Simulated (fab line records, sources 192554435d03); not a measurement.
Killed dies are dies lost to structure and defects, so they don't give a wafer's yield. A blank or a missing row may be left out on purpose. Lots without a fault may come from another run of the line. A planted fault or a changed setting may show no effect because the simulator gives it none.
fab line records | flow n5_finfet
record lots=14 wafers=42 last_day=18
route steps=1938 shown BEOL_M6@1195
lots that met no fault: from a run of the same line without faults
start_h: hours from the record's first day to the start of the lot's first wafer shown | wait_h: hours since the lot's step before | " the same as in the row above | L1.1+2: a row that stands for several wafers | - no value, or no start given | * or withheld: withheld | < > ~ a bound
route shown NAME@n: a module of which the file shows steps, and the number in the route of the first | usual: mean/standard deviation of fault-free wafers | same: alike in all rows | chamber/n: place in a boat | sites: the reading at each site | _std_site: their standard deviation | _edge_site: outer sites' mean less inner sites' | radius_mm: how far each site lies from the wafer's centre | mask NAME#n: copy n | behind: the tool/chamber that last shaped the wafer | hold: why the lot was held/for how many hours/how that ended | device: the transistor (n, p or np) that didn't switch | end of line: the same wafers' tests at the end of the route | a step without rows: its recipe alone | killed: dies lost to structure and defects at the first sort, not the wafer's yield | map: a wafer's dies, x killed, . not, _ none there
set.NAME: the setting as run; set.NAME@STEP: as run at that earlier step | model.NAME: the simulator's own value behind a step, which no gauge read
steps of the route over a sample of lots; a table a step, a row a wafer
services: from which hour (start_h, from the record's first day; less than 0 if before it) a tool's chamber was out of use, for how many hours, and why
## steps
# step N5_BEOL_M6_CURE_74
# recipe temp_c=385 time_s=240 ambient=He/Ar material=SiCOH_lowk
# usual lamp_power_pct=52.31/0.05 wafer_temp_C_max=386.7/0.43
# columns lot.wafer tool chamber start_h wait_h lamp_power_pct wafer_temp_C_max
L451.2 uv_cure-01 0 177.12 0.1 52.37 387.0
L451.3 " 0 " " 52.25 387.1
L451.4 " 0 " " 52.39 386.6
L453.1 uv_cure-01 2 180.12 0.0 52.29 386.4
L453.2 " 2 " " 52.20 386.4
L453.4 " 2 " " 52.21 386.7
L454.1 uv_cure-03 0 196.57 0.0 52.35 386.1
L454.4 " 0 " " 52.32 386.5
L454.6 " 0 " " 52.28 386.4
L460.1 uv_cure-02 0 232.79 0.0 52.36 386.6
L460.2 " 0 " " 52.33 387.2
L460.6 " 0 " " 52.28 386.8
L457.1 uv_cure-03 0 234.69 0.0 52.34 386.2
L457.2 " 0 " " 52.33 386.4
L457.4 " 0 " " 52.22 386.7
L461.3 uv_cure-02 0 237.94 0.2 52.31 386.8
L461.5 " 0 " " 52.36 386.5
L461.6 " 0 " " 52.28 386.6
L464.1 uv_cure-03 2 269.28 0.1 52.32 387.2
L464.3 " 2 " " 52.37 387.1
L464.4 " 2 " " 52.33 386.8
L465.1 uv_cure-03 1 271.89 0.0 52.31 386.8
L465.4 " 1 " " 52.43 387.1
L465.5 " 1 " " 52.35 386.8
L468.2 uv_cure-03 2 287.35 0.1 52.36 386.7
L468.3 " 2 " " 52.32 386.6
L468.6 " 2 " " 52.32 386.7
L471.1 uv_cure-01 0 298.33 0.0 52.35 386.8
L471.2 " 0 " " 52.36 386.8
L471.4 " 0 " " 52.31 386.8
L470.1 uv_cure-03 1 301.35 0.0 52.37 386.7
L470.2 " 1 " " 52.27 386.5
L470.4 " 1 " " 52.43 386.3
L472.2 uv_cure-01 2 308.15 0.1 52.30 386.3
L472.3 " 2 " " 52.34 386.5
L472.4 " 2 " " 52.33 386.6
L473.3 uv_cure-02 2 320.74 0.2 52.37 386.7
L473.5 " 2 " " 52.29 386.5
L473.6 " 2 " " 52.43 386.7
L474.1 uv_cure-02 1 323.32 0.0 52.31 387.8
L474.4 " 1 " " 52.36 386.9
L474.5 " 1 " " 52.42 387.6
# step N5_BEOL_M6_THK_MEAS_01
# recipe reads=SiCOH_lowk_of_BEOL_M6_ILD_DEP_00
# usual M6_ILD_THK=153.7/2
# columns lot.wafer tool chamber start_h wait_h M6_ILD_THK[nm]
L451.2 film_metro-01 - 177.55 0.4 150.1
L451.3 " - " " 150.8
L451.4 " - " " 156.1
L453.1 film_metro-02 - 180.63 0.4 151.1
L453.2 " - " " 150.6
L453.4 " - " " 152.9
L454.1 film_metro-01 - 197.56 0.8 151.2
L454.4 " - " " 153.2
L454.6 " - " " 154.6
L460.1 film_metro-02 - 233.30 0.4 152.0
L460.2 " - " " 151.4
L460.6 " - " " 155.8
L457.1 film_metro-01 - 236.65 1.6 152.1
L457.2 " - " " 153.2
L457.4 " - " " 155.6
L461.3 film_metro-01 - 238.30 0.3 153.2
L461.5 " - " " 154.0
L461.6 " - " " 157.6
L464.1 film_metro-02 - 270.27 0.8 149.9
L464.3 " - " " 152.6
L464.4 " - " " 152.9
L465.1 film_metro-01 - 272.40 0.4 154.8
L465.4 " - " " 156.3
L465.5 " - " " 156.2
L468.2 film_metro-01 - 287.78 0.4 153.0
L468.3 " - " " 149.8
L468.6 " - " " 157.4
L471.1 film_metro-01 - 298.84 0.4 155.1
L471.2 " - " " 153.5
L471.4 " - " " 156.5
L470.1 film_metro-01 - 301.86 0.4 152.9
L470.2 " - " " 148.4
L470.4 " - " " 154.5
L472.2 film_metro-02 - 308.59 0.4 154.4
L472.3 " - " " 152.5
L472.4 " - " " 158.5
L473.3 film_metro-01 - 321.10 0.3 153.4
L473.5 " - " " 154.2
L473.6 " - " " 155.6
L474.1 film_metro-01 - 323.83 0.4 153.4
L474.4 " - " " 155.1
L474.5 " - " " 155.7
# step N5_BEOL_M6_DEVELOP_27
# recipe develop_time_s=30 developer=TMAH resist=CAR-EUV rinse_liquid=surfactant_rinse dry=air_spin dev_temp_c=23
# usual chill_plate_temp_C=23.01/0.11 develop_time_s=30/0 exhaust_pa=44.9/0.97
# columns lot.wafer tool chamber start_h wait_h chill_plate_temp_C develop_time_s exhaust_pa
L451.2 litho_track-01 0 181.08 - 22.85 30 43.7
L451.3 " 0 " " 23.08 30 44.3
L451.4 " 0 " " 22.96 30 44.8
L453.1 litho_track-03 0 182.49 - 23.00 30 44.5
L453.2 " 0 " " 22.88 30 45.3
L453.4 " 0 " " 23.09 30 45.8
L454.1 litho_track-03 0 200.97 - 23.03 30 43.8
L454.4 " 0 " " 23.18 30 44.2
L454.6 " 0 " " 22.99 30 44.9
L460.1 litho_track-01 0 236.15 - 23.20 30 45.8
L460.2 " 0 " " 23.03 30 44.3
L460.6 " 0 " " 23.00 30 44.6
L457.1 litho_track-02 0 238.83 - 23.23 30 45.1
L457.2 " 0 " " 23.27 30 44.3
L457.4 " 0 " " 23.13 30 44.3
L461.3 litho_track-01 0 243.59 - 23.12 30 46.2
L461.5 " 0 " " 23.08 30 45.0
L461.6 " 0 " " 23.00 30 45.6
L464.1 litho_track-01 - 274.69 - - - -
L464.3 " - " " - - -
L464.4 " - " " - - -
L465.1 litho_track-03 - 276.28 - - - -
L465.4 " - " " - - -
L465.5 " - " " - - -
L468.2 litho_track-01 0 289.20 - 22.91 30 45.3
L468.3 " 0 " " 22.89 30 44.7
L468.6 " 0 " " 23.13 30 44.0
L471.1 litho_track-01 0 303.50 - 23.00 30 45.3
L471.2 " 0 " " 23.18 30 45.6
L471.4 " 0 " " 23.28 30 46.6
L470.1 litho_track-02 0 306.28 - 23.04 30 46.3
L470.2 " 0 " " 22.84 30 45.5
L470.4 " 0 " " 22.82 30 48.0
L472.2 litho_track-01 0 312.56 - 22.87 30 44.8
L472.3 " 0 " " 22.96 30 44.9
L472.4 " 0 " " 23.04 30 44.1
L473.3 litho_track-01 0 325.39 - 22.84 30 44.0
L473.5 " 0 " " 23.05 30 42.8
L473.6 " 0 " " 22.98 30 44.7
L474.1 litho_track-02 0 326.85 - 23.02 30 44.1
L474.4 " 0 " " 23.07 30 46.0
L474.5 " 0 " " 23.03 30 45.0
# step N5_BEOL_M6_ETCH_66
# recipe chemistry=N2/H2 target=SOC target_depth_a=800 overetch_a=160 mask_material=SiARC temp_c=40 time_s=120 ion_energy_ev=200 pressure_mtorr=30 source_w=840 bias_w=150 n2_flow_sccm=200 h2_flow_sccm=200
# usual drypump_motor_current_A=5.6/0.39 oes_product_au=0.61/0.056 rf_vpp_V=524.3/2.5 showerhead_plenum_p_Torr=2.56/0.083 throttle_valve_pct=17.74/0.19
# columns lot.wafer tool chamber start_h wait_h drypump_motor_current_A oes_product_au rf_hours_counter_h rf_vpp_V showerhead_plenum_p_Torr throttle_valve_pct
L451.2 rie_diel-04 1 181.53 0.0 5.4 0.71 7 522.8 2.52 17.49
L451.3 " 0 " " 5.9 0.58 174 524.5 2.54 17.71
L451.4 " 2 " " 5.7 0.57 179 526.4 2.63 18.08
L453.1 rie_diel-05 0 182.75 0.0 5.6 0.66 52 529.1 2.71 17.77
L453.2 " 2 " " 5.8 0.54 197 526.4 2.62 17.36
L453.4 " 2 " " 5.8 0.54 - 525.8 2.62 17.36
L454.1 rie_diel-04 3 201.23 0.0 4.9 0.68 44 527.9 2.70 17.62
L454.4 " 0 " " 5.9 0.57 180 523.5 2.54 17.72
L454.6 " 2 " " 5.7 0.57 - 526.4 2.63 18.07
L460.1 rie_diel-05 1 236.74 0.0 5.4 0.70 16 523.3 2.50 17.76
L460.2 " 0 " " 5.6 0.64 69 528.9 2.70 17.82
L460.6 " 1 " " 5.4 0.71 - 522.6 2.50 17.78
L457.1 rie_diel-02 0 239.10 0.0 5.4 0.59 135 524.4 2.55 17.62
L457.2 " 3 " " 5.5 0.65 62 521.5 2.48 17.85
L457.4 " 2 " " 6.6 0.57 174 520.0 2.42 17.73
L461.3 rie_diel-05 1 243.85 0.0 5.4 0.70 19 522.9 2.50 17.77
L461.5 " 3 " " 5.7 0.54 - 524.0 2.49 17.58
L461.6 " 0 " " 5.6 0.63 - 527.6 2.70 17.81
L464.1 rie_diel-05 0 274.95 0.0 5.5 0.63 83 528.0 2.69 17.84
L464.3 " 3 " " 5.7 0.53 240 522.0 2.49 17.61
L464.4 " 1 " " 5.4 0.68 29 521.4 2.50 17.80
L465.1 rie_diel-04 1 276.54 0.0 5.4 0.66 41 522.5 2.50 17.55
L465.4 " 3 " " 5.0 0.65 72 528.7 2.69 17.68
L465.5 " 1 " " 5.4 0.66 - 522.1 2.50 17.54
L468.2 rie_diel-04 0 289.49 0.0 5.9 0.56 211 523.8 2.53 17.78
L468.3 " 3 " " 5.0 0.64 77 528.0 2.68 17.66
L468.6 " 3 " " 5.0 0.65 - 528.0 2.68 17.69
L471.1 rie_diel-04 1 303.76 0.0 5.4 0.65 49 522.2 2.50 17.56
L471.2 " 3 " " 5.0 0.65 81 527.6 2.68 17.68
L471.4 " 2 " " 5.7 0.54 219 526.3 2.62 18.13
L470.1 rie_diel-02 0 306.55 0.0 5.4 0.58 157 523.4 2.54 17.64
L470.2 " 2 " " 6.6 0.56 198 520.0 2.41 17.77
L470.4 " 1 " " 5.4 0.65 46 525.2 2.60 17.89
L472.2 rie_diel-04 0 312.84 0.0 5.9 0.56 218 523.4 2.52 17.79
L472.3 " 2 " " 5.7 0.54 222 525.2 2.61 18.16
L472.4 " 1 " " 5.4 0.64 52 522.1 2.50 17.55
L473.3 rie_diel-05 2 325.65 0.0 5.8 0.51 249 525.6 2.60 17.44
L473.5 " 0 " " 5.6 0.61 - 526.5 2.68 17.87
L473.6 " 2 " " 5.8 0.51 - 525.7 2.60 17.46
L474.1 rie_diel-02 1 327.61 0.0 5.4 0.62 56 526.1 2.59 17.90
L474.4 " 0 " " 5.4 0.57 166 522.5 2.54 17.65
L474.5 " 0 " " 5.4 0.57 - 522.9 2.54 17.67
## services
# columns tool chamber start_h hours kind
rie_diel-05 1 153.82 - clean
rie_diel-05 1 153.82 - consumable_replace:focus_ring
rie_diel-05 1 153.82 20.4 scheduled_down
rie_diel-05 1 153.82 20.4 vent_cycle
uv_cure-02 - 156.14 2.1 pm
uv_cure-02 - 202.91 8.6 repair
rie_diel-05 3 207.52 3.0 repair
litho_track-03 - 233.41 - consumable_replace:filter
litho_track-03 - 234.05 - consumable_replace:filter
uv_cure-02 - 251.35 1.0 pm
uv_cure-01 - 265.35 7.5 pm
rie_diel-04 2 266.00 8.9 repair
uv_cure-01 - 272.90 7.5 pm
uv_cure-02 - 293.86 0.9 repair
rie_diel-05 3 304.84 - clean
rie_diel-05 3 304.84 - consumable_replace:focus_ring
rie_diel-05 3 304.84 21.1 scheduled_down
rie_diel-05 3 304.84 21.1 vent_cycle
uv_cure-03 - 307.51 2.1 pm
rie_diel-02 3 307.91 13.1 repair
uv_cure-03 - 321.35 2.0 repair
litho_track-01 - 326.44 - consumable_replace:filter
## key
first_sign step=N5_BEOL_M6_DEVELOP_27 reading=tool_record direction=missing
effect none on later readings
met_at N5_BEOL_M6_DEVELOP_27
struck_lots L464,L465
later_rows_left_out L464.1,L464.3,L464.4,L465.1,L465.4,L465.5
sort_left_out L464.1,L464.3,L464.4,L465.1,L465.4,L465.5
not_acting_at N5_BEOL_M6_CURE_74,N5_BEOL_M6_THK_MEAS_01,N5_BEOL_M6_ETCH_66
onset_between 243.59 274.69
fault kind=skipped_step_whole tool=litho_track-01,litho_track-03 chamber=- onset_h=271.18 steps=N5_BEOL_M6_DEVELOP_27 scope=struck_lots_only
# sort_left_out: the simulated sort isn't trusted on such a fault, so these wafers' sort isn't shown, and their yield isn't known
# later_rows_left_out: the simulator's readings of these wafers behind a module that went badly wrong aren't trusted and aren't shown, but for the sort
